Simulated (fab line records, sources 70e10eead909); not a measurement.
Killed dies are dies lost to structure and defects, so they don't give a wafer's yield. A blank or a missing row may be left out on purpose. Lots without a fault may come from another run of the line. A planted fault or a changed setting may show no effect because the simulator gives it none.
One fault seen from 2 desks | flow nand_harc | each desk has only its own numbers; what lay behind them comes last

THE DEFECT DESK
What the inspections along the route counted, lot by lot: means of the sampled wafers that have a number. A lot is out of limits, marked OUT, if its mean lies more than 4 standard deviations from the usual mean; the brackets give that distance.
Columns: A = raw_defect_count at NHARC_P_M2_INSPECT_11, usual 4.5
lot  | first seen here | A
L949 | day 6 22:42     | 4.7
L951 | day 7 20:36     | 8.3
L952 | day 8 11:08     | 4.3
L953 | day 8 11:44     | 5.0
L954 | day 8 22:50     | 3.0
L955 | day 9 08:46     | 3.3
L956 | day 9 14:22     | 5.7
L960 | day 11 04:17    | 3.7
L961 | day 11 18:53    | 1.7
L963 | day 12 12:44    | 9.7
L968 | day 14 18:02    | 613.0 (+99 or more) OUT
L969 | day 15 07:59    | 615.0 (+99 or more) OUT
This desk's finding: out of limits on L968, L969; first on L968, day 14 18:02 (raw_defect_count at NHARC_P_M2_INSPECT_11). In limits: L949, L951, L952, L953, L954, L955, L956, L960, L961, L963.

THE TOOL OWNER'S DESK: pecvd-03
The tool's own readings at NHARC_P_M1_DEP_33 (deposits SiCN, target thk 30 nm): means of the sampled wafers that have a number, for each lot that ran on this tool. A lot is out of limits, marked OUT, if its mean lies more than 4 standard deviations from the usual mean; the brackets give that distance.
Columns: A = heater_power_w at NHARC_P_M1_DEP_33, usual 584 W
lot  | first seen here | A
L949 | day 6 21:29     | 583
L953 | day 8 10:26     | 561
L955 | day 9 07:34     | 663
L960 | day 11 02:59    | 616
L961 | day 11 17:31    | 624
L968 | day 14 16:41    | 650
L969 | day 15 06:39    | 612
This desk's finding: nothing out of limits on any of the 7 lots.

PUT TOGETHER
The defect desk could have raised an alarm at day 14 18:02, on L968, L969.
The tool owner's desk saw nothing out of limits.
The tool owner's desk has L968, L969 on record, within its limits.
Of the lots named, all ran NHARC_P_M1_DEP_33 on pecvd-03.

WHAT THE SIMULATOR HAD PUT IN
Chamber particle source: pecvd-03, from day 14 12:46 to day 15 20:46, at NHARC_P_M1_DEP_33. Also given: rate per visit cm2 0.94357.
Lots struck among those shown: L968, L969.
Hours from the fault's start to each desk's first reading out of limits: the defect desk, 5.
